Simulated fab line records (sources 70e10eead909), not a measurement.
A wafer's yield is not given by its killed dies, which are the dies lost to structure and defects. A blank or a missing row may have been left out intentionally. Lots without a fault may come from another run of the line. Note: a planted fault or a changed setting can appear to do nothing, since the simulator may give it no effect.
Comparing a struck lot with a sound one -- flow nand harc -- 25 out of 1302 route steps
Sound: wafers L858.1, L858.2, L858.4. Struck: wafers L877.2, L877.4, L877.6. Last of all comes the cause.
Each step with rows lists, per side, the tool, then ch with its chambers, then its first start. Under that, the readings that differ: sound wafers -- struck wafers -- difference of the means -- sigmas: that difference in standard deviations of wafers without a fault.
alike: a reading whose means differ by less than 2 such deviations, as well as words and numbers matching on both sides. not compared: withheld readings; readings where some wafer has no value; bounds like >300 that might hide an equal value; numbers whose values overlap and for which the record gives no deviation.
A row with sigmas, a row that says differs or no value, or rows on one side alone: a step with any of these is where the two part. When numbers do not overlap yet have no deviation, they are printed without sigmas and do not part them. Lack of a reading on every wafer of one side parts them only where that side has two or more wafers.

first, 1 step without rows for these wafers: NHARC_A_M0_SRD_25.
NHARC_A_M0_INSPECT_27:
  sound on defect inspect-02 at day 23 17:27; struck on defect inspect-02 at day 31 13:26
  alike: raw defect count
NHARC_A_M0_PRE_CLEAN_31: time 12 s.
  sound on pecvd-04 ch 1,2, day 23 17:31; struck on pecvd-04 ch 0,1,2, day 31 13:32
  alike: heater power w
NHARC_A_M0_DEP_32: deposits SiCN, target thk 30 nm.
  sound on pecvd-04 ch 1,2, day 23 17:36; struck on pecvd-04 ch 0,1,2, day 31 13:40
  alike: heater power w
then, 7 steps without rows for these wafers: NHARC_A_M1_DEP_00 (deposits SiOC, target thk 182.5 nm); NHARC_A_M1_DEHYDRATE_01 (time 120 s); NHARC_A_M1_HMDS_02 (time 30 s); NHARC_A_M1_COAT_34 (time 65 s); NHARC_A_M1_COAT_03 (resist thk 90 nm); NHARC_A_M1_SOFTBAKE_04 (time 55 s); NHARC_A_M1_EBR_05.
NHARC_A_M1_EXPOSE_06: exposes mask A M1, target cd 120 nm.
  sound on arfi scanner-01 ch 0, day 23 18:35; struck on arfi scanner-03 ch 0, day 31 14:42
reading,sound,struck,difference,sigmas
exposure dose mJ cm2,75.10 75.08 75.06,90.22 90.31 90.26,+15.18,+99 or more
  alike: mask, focus offset nm
then, 2 steps without rows for these wafers: NHARC_A_M1_PEB_07 (peb time 65 s); NHARC_A_M1_DEVELOP_08 (develop time 35 s).
NHARC_A_M1_CD_MEAS_09: the cd target is 120 nm.
  sound on cd sem-02 ch 0, day 23 18:43; struck on cd sem-02 ch 0, day 31 14:50
reading,sound,struck,difference,sigmas
cd nm (nm),120.7 120.4 120.2,131.5 130.5 130.8,+10.5,+22
NHARC_A_M1_OVL_MEAS_10: pitch 240 nm.
  sound on overlay-01 at day 23 18:49; struck on overlay-02 at day 31 14:55
  alike: overlay x nm, overlay y nm
NHARC_A_M1_INSPECT_11:
  sound on defect inspect-01 at day 23 18:51; struck on defect inspect-02 at day 31 14:58
reading,sound,struck,difference,sigmas
raw defect count,161 189 152,74 69 76,-94,-3
NHARC_A_M1_DESCUM_14: chemistry O2, time 3 s.
  sound on rie diel-10 ch 1,2,3, day 23 18:55; struck on rie diel-10 ch 0,2,3, day 31 15:01
reading,sound,struck,difference,sigmas
model.A_M1.cd nm (nm),120.7 120.2 119.9,131.8 130.9 131,+11.0,
  alike: drypump motor current A, oes product au, rf vpp V, showerhead plenum p Torr, throttle valve pct
  not compared: rf hours counter h
NHARC_A_M1_ETCH_35: etches the open film in N2/H2, target depth 40 nm, overetch 12 nm, time 43.94 s.
  sound on rie diel-10 ch 0,2,3, day 23 18:59; struck on rie diel-10 ch 0,1,3, day 31 15:07
  alike: drypump motor current A, oes product au, rf vpp V, showerhead plenum p Torr, throttle valve pct
  not compared: rf hours counter h
NHARC_A_M1_ETCH_15: etches the open film in C4F8/Ar, target depth 182.5 nm, time 91.2 s.
  sound on rie diel-10 ch 0,1,2; struck on rie diel-10 ch 1,2,3
  alike: oes product au, rf vpp V
  not compared: rf hours counter h
NHARC_A_M1_CD_MEAS_16:
  sound on cd sem-02 at day 23 19:13; struck on cd sem-02 at day 31 15:20
reading,sound,struck,difference,sigmas
cd nm (nm),120.8 120.3 119.9,132.0 130.6 131.0,+10.9,+18
NHARC_A_M1_STRIP_18: strips in N2/H2.
  sound on rie diel-04 ch 0,1,2, day 23 19:17; struck on rie diel-12 ch 1,3, day 31 15:26
  alike: drypump motor current A, oes product au, rf vpp V, showerhead plenum p Torr, throttle valve pct
  not compared: rf hours counter h
NHARC_A_M1_ETCH_28: etches the open film in CF4/N2, target depth 30 nm, time 72.99 s.
  sound on rie diel-04 ch 0,2,3; struck on rie diel-12 ch 0,1,3
reading,sound,struck,difference,sigmas
model.A_M1.cd nm (nm),121 120.3 119.9,131.4 130.8 130.5,+10.5,
  alike: cf4 flow sccm, drypump motor current A, oes product au, rf vpp V, showerhead plenum p Torr, throttle valve pct
  not compared: rf hours counter h
then, 1 step without rows for these wafers: NHARC_A_M1_STRIP_19 (strips in post etch residue remover, time 600 s).
NHARC_END_SORT_01:
  sound on prober-02 ch 0, day 25 08:07; struck on prober-01 ch 0, day 33 03:28
reading,sound,struck,difference,sigmas
defect limited yield (%),86.1 83.3 87.4,92.3 91.4 90.5,+5.8,+2
sort_bin_2_pct (%),5.5 7.1 4.3,3.0 3.1 3.0,-2.6,-2
sort rim yield pct (%),78 84 90,96 91 92,+9,+2
sort yield pct (%),86.1 83.3 87.4,92.3 91.4 90.5,+5.8,+2
  alike: killed at array, killed at other, killed at periphery, killed dies, killed open, killed short, sort_bin_3_pct, sort_bin_4_pct, sort n pass

WHERE THEY PART
First at NHARC_A_M1_EXPOSE_06; last, within this record, at NHARC_END_SORT_01.

WHY: whatever the simulator had introduced
Process parameters drifting: arfi scanner-03 at NHARC_A_M1_EXPOSE_06, beginning at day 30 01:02. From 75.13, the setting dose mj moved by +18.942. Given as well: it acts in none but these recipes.
